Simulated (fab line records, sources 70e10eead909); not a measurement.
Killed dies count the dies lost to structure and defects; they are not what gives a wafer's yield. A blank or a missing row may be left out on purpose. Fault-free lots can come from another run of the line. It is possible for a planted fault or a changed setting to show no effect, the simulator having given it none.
Which tool was responsible? || flow nand_harc || Sampling: 7 lots, 21 wafers, 2 of 1159 route steps

## WHAT THE GAUGES READ, wafer by wafer
NHARC_A_ONON_D1_THK_MEAS_21: measures by ellipsometry.
{"lot": "L791", "measured": "day 8 19:39", "on": "film_metro-01", "thk_nm (nm)": "980 979 981"}
{"lot": "L795", "measured": "day 9 02:12", "on": "film_metro-02", "thk_nm (nm)": "1007 1009 1006"}
{"lot": "L797", "measured": "day 9 10:59", "on": "film_metro-02", "thk_nm (nm)": "1003 1001 1003"}
{"lot": "L799", "measured": "day 10 13:59", "on": "film_metro-02", "thk_nm (nm)": "748 992 989"}
{"lot": "L808", "measured": "day 12 15:21", "on": "film_metro-01", "thk_nm (nm)": "993 995 996"}
{"lot": "L812", "measured": "day 13 14:11", "on": "film_metro-02", "thk_nm (nm)": "992 995 993"}
{"lot": "L814", "measured": "day 13 19:49", "on": "film_metro-02", "thk_nm (nm)": "996 994 996"}

## TOOL THAT RAN EACH LOT (tool first, then ch and the chambers of the sampled wafers, then the start)
{"lot": "L791", "NHARC_A_ONON_D1_DEP_19": "pecvd_onon-02 ch 0, day 8 19:12"}
{"lot": "L795", "NHARC_A_ONON_D1_DEP_19": "pecvd_onon-03 ch 0, day 9 01:41"}
{"lot": "L797", "NHARC_A_ONON_D1_DEP_19": "pecvd_onon-02 ch 0, day 9 10:29"}
{"lot": "L799", "NHARC_A_ONON_D1_DEP_19": "pecvd_onon-02 ch 0, day 10 13:32"}
{"lot": "L808", "NHARC_A_ONON_D1_DEP_19": "pecvd_onon-03 ch 0, day 12 14:50"}
{"lot": "L812", "NHARC_A_ONON_D1_DEP_19": "pecvd_onon-03 ch 0, day 13 13:41"}
{"lot": "L814", "NHARC_A_ONON_D1_DEP_19": "pecvd_onon-01 ch 0, day 13 19:19"}
- NHARC_A_ONON_D1_DEP_19: target thk 1000 nm.

## THE ANSWER, worked out from the rows above alone
Rule: the usual values come from the lots themselves. The widest of any qualifying gaps counts: lots, ordered by their means at a reading, are off when they make up no more than a third of the lots, leave a main group of 4 or more, and stand apart from it by 3 or more times the standard deviation of that group's means. The tables above print the reading to a certain number of digits; a main group whose means all agree to those digits is not used. A lot without any number at a reading at which 4 lots or more have one is off too. All remaining lots with rows at the step are treated as sound.
Off: L799 (NHARC_A_ONON_D1_THK_MEAS_21, thk_nm). For the main group the mean is 996 nm and the standard deviation 8.5.
If a tool, at a process step before that reading, ran all the lots that are off and no sound lot after the first of them, it fits. Those tools and the gauges at NHARC_A_ONON_D1_THK_MEAS_21 are tried in the same way. One candidate fits, namely pecvd_onon-02 at NHARC_A_ONON_D1_DEP_19. Its last sound lot is L797 (day 9 10:29), its first lot that is off L799 (day 10 13:32): a fault that began between those two fits.

## WHAT THE SIMULATOR HAD INSERTED
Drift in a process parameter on pecvd_onon-02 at NHARC_A_ONON_D1_DEP_19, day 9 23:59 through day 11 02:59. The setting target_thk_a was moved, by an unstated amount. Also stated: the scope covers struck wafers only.
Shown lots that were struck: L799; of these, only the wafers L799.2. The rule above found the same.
